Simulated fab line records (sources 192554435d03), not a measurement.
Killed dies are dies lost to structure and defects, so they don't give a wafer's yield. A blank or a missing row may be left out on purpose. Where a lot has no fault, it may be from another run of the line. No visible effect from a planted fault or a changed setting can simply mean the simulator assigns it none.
A single fault, viewed from 3 desks | flow n5-finfet | numbers are kept per desk, each desk with only its own; the story behind them comes last

== THE METROLOGY DESK ==
What the gauges read, lot by lot, whatever tool the lot ran on: means of the sampled wafers that have a number. The brackets show how far a lot's mean lies from the usual mean; more than 4 standard deviations puts the lot out of limits, marked OUT. Readings shown: 7 out of 12 (the first out of limits, and those lying furthest out on some lot).
Columns: A = cd-nm at N5_WELL_APT_CD_MEAS_08, usual 199.9 nm; B = DIBL_P at N5_BEOL_M4_RC_MEAS_101, usual 36.2 mV/V; C = IOFF_N at N5_BEOL_M4_RC_MEAS_101, usual 0.16 nA/um; D = ION_N at N5_BEOL_M4_RC_MEAS_101, usual 671 uA/um; E = RS_NWELL at N5_BEOL_M4_RC_MEAS_101, usual 1035 ohm/sq; F = SS_N at N5_BEOL_M4_RC_MEAS_101, usual 71.5 mV/dec; G = VT_P at N5_BEOL_M4_RC_MEAS_101, usual -250 mV
lot  | first seen here | A     | B    | C    | D   | E                      | F    | G
L162 | day 1 13:41     | 199.2 | 34.3 | 0.14 | 664 | 1036                   | 71.3 | -246
L164 | day 2 01:41     | 200.5 | 36.7 | 0.19 | 677 | 1043                   | 72.1 | -247
L166 | day 2 14:02     | 202.7 | 39.1 | 0.19 | 681 | 1032                   | 72.5 | -250
L169 | day 3 08:16     | 198.7 | 37.4 | 0.17 | 677 | 1029                   | 71.7 | -251
L170 | day 3 13:43     | 200.5 | 34.8 | 0.13 | 658 | 1036                   | 71.4 | -257
L172 | day 4 01:41     | 199.2 | 35.4 | 0.14 | 665 | 1039                   | 71.6 | -251
L179 | day 5 19:41     | 198.0 | 37.9 | 0.17 | 670 | 1713 (+99 or more) OUT | 71.8 | -251
L180 | day 6 01:52     | 201.4 | 36.9 | 0.17 | 669 | 1696 (+97) OUT         | 71.4 | -246
L181 | day 6 08:01     | 200.8 | 32.9 | 0.11 | 655 | 1034                   | 70.9 | -253
L182 | day 6 14:14     | 198.7 | 36.9 | 0.16 | 675 | 1033                   | 72.1 | -249
L183 | day 6 19:44     | 200.8 | 36.4 | 0.19 | 683 | 1031                   | 71.6 | -247
This desk finds L179, L180 out of limits, with the earliest case on L180 at day 12 21:49 (RS_NWELL at N5_BEOL_M4_RC_MEAS_101). L162, L164, L166, L169, L170, L172, L181, L182, L183: within limits.

== THE DEFECT DESK ==
For each lot, the counts of the inspections along the route, averaged over the sampled wafers that have a number. The brackets show how far a lot's mean lies from the usual mean; more than 4 standard deviations puts the lot out of limits, marked OUT.
Columns: A = raw-defect-count at N5_ZERO_LAYER_INSPECT_20, usual 34; B = raw-defect-count at N5_WELL_APT_INSPECT_27, usual 2.1
lot  | first seen here | A  | B
L162 | day 1 13:23     | 36 | 2.7
L164 | day 2 01:15     | 22 | 2.7
L166 | day 2 13:37     | 32 | 1.7
L169 | day 3 07:57     | 31 | 5.3
L170 | day 3 13:17     | 42 | 1.3
L172 | day 4 01:23     | 39 | 1.3
L179 | day 5 19:23     | 39 | 2.3
L180 | day 6 01:34     | 26 | 1.0
L181 | day 6 07:35     | 28 | 2.3
L182 | day 6 13:56     | 47 | 3.0
L183 | day 6 19:26     | 36 | 3.0
Result from this desk: across the 11 lots, nothing is out of limits.

== AT THE TOOL OWNER'S DESK: implanter-02 ==
For each lot that ran on this tool, the mean over its sampled wafers that have a number, from the tool's own readings at N5_WELL_APT_IMPLANT_14. The brackets show how far a lot's mean lies from the usual mean; more than 4 standard deviations puts the lot out of limits, marked OUT.
Columns: A = dose-ions-cm2 at N5_WELL_APT_IMPLANT_14, usual 1.4998e+13; B = faraday-current-uA at N5_WELL_APT_IMPLANT_14, usual 190; C = tilt-deg at N5_WELL_APT_IMPLANT_14, usual 0.001 degrees
lot  | first seen here | A                            | B            | C
L162 | day 1 13:56     | 1.4999e+13                   | 190          | 0.008
L164 | day 2 01:52     | 1.4996e+13                   | 190          | 0.014
L170 | day 3 13:55     | 1.5005e+13                   | 188          | 0.010
L179 | day 5 19:52     | 6.3150e+12 (-99 or more) OUT | 82 (-28) OUT | -0.004
L180 | day 6 02:03     | 6.3093e+12 (-99 or more) OUT | 80 (-28) OUT | 0.000
This desk's finding: out of limits on L179, L180; first on L179, day 5 19:52 (dose-ions-cm2 at N5_WELL_APT_IMPLANT_14). L162, L164, L170: within limits.

== TAKEN TOGETHER ==
The tool owner's desk had the chance to raise an alarm at day 5 19:52 on L179, L180.
Metrology desk: alarm possible at day 12 21:49 on L179, L180.
The defect desk saw nothing out of limits.
The defect desk has L179, L180 on record, within its limits.
The lots listed all ran N5_WELL_APT_IMPLANT_14 on implanter-02.

== WHAT THE SIMULATOR HAD INSERTED ==
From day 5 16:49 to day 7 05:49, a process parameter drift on implanter-02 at N5_WELL_APT_IMPLANT_14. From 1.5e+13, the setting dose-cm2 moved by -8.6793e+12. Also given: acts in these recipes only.
Struck lots among those shown: L179, L180.
Delay (hours) between the fault's onset and each desk's first out-of-limits reading: 3 at the tool owner's desk, 173 at the metrology desk.
